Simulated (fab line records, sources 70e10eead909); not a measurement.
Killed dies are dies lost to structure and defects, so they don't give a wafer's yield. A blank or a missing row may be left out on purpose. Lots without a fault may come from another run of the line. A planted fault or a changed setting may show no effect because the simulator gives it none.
Problem report in the 8D (eight disciplines) form, filled by code | flow nand_harc | the parts of the form that need people (team, actions taken, sign-off) are left out

1. THE PROBLEM
mfc_precursor_sccm at NHARC_A_STAIRCASE_DEP_471 reads a mean of 182.7 sccm on 9 wafers of 3 lots; wafers without a fault read 161.4 sccm with a standard deviation of 0.44. That is +48 standard deviations from the usual mean.
The step: deposits SiO2, target thk 100 nm.
First seen on wafer L742.2, day 17 09:58, on pecvd-01. The record holds 39 wafers of 13 lots with a number at this step. Rule for "out", or "out of limits": more than 4 standard deviations from the usual mean. The other wafers with a number count as sound.

2. WHAT IT IS AND WHAT IT IS NOT
question                    | is                     | is not
which readings at this step | mfc_precursor_sccm     | heater_power_w
which lots                  | L742, L743, L745       | L730, L731, L734, L735, L737, L738, L739, L746, L747, L751
which wafers of those lots  | all that have a number | -
read on which tools         | pecvd-01               | pecvd-02, pecvd-04
when                        | from day 17 09:58      | up to then (21 sound wafers); but 9 sound wafers of L746, L747, L751 came after

3. SUSPECTS, AND WHAT RULES EACH OUT
Counting: a tool at a process step up to the reading stays a suspect if it ran every lot that is out and no sound lot after the first of them.
- pecvd-01 at NHARC_A_STAIRCASE_DEP_471 (deposits SiO2, target thk 100 nm): kept. It ran every lot that is out, first L742 (day 17 09:58), and no sound lot after that; its last sound lot up to then is L735 (day 16 03:03). Its own readings are out on those wafers: mfc_precursor_sccm.
Left after counting: pecvd-01 at NHARC_A_STAIRCASE_DEP_471.

4. THE CAUSE (what the simulator had put in)
Process parameter drift: pecvd-01, from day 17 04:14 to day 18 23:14, at NHARC_A_STAIRCASE_DEP_471. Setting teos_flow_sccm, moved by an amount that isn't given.
Counting left only this tool.

5. THE CHAIN OF EFFECTS, in route order
Each row: a reading whose mean over the struck wafers that have a number lies more than 3 standard deviations from the usual. Only readings for which the record gives a usual standard deviation are gone through. hours: the time from each lot's start at the first step in this table that gives one to its start at this step, as a median over the lots. sigmas: the change in usual standard deviations.
hours | step                      | reading            | usual      | on struck wafers | change | sigmas
0     | NHARC_A_STAIRCASE_DEP_471 | mfc_precursor_sccm | 161.4 sccm | 182.7            | +21.3  | +48
The process steps in it:
- NHARC_A_STAIRCASE_DEP_471: deposits SiO2, target thk 100 nm.

6. WHAT WOULD HAVE CAUGHT IT SOONER
In this record the first reading out of limits was taken at day 17 09:58, 6 hours after the fault began at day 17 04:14.
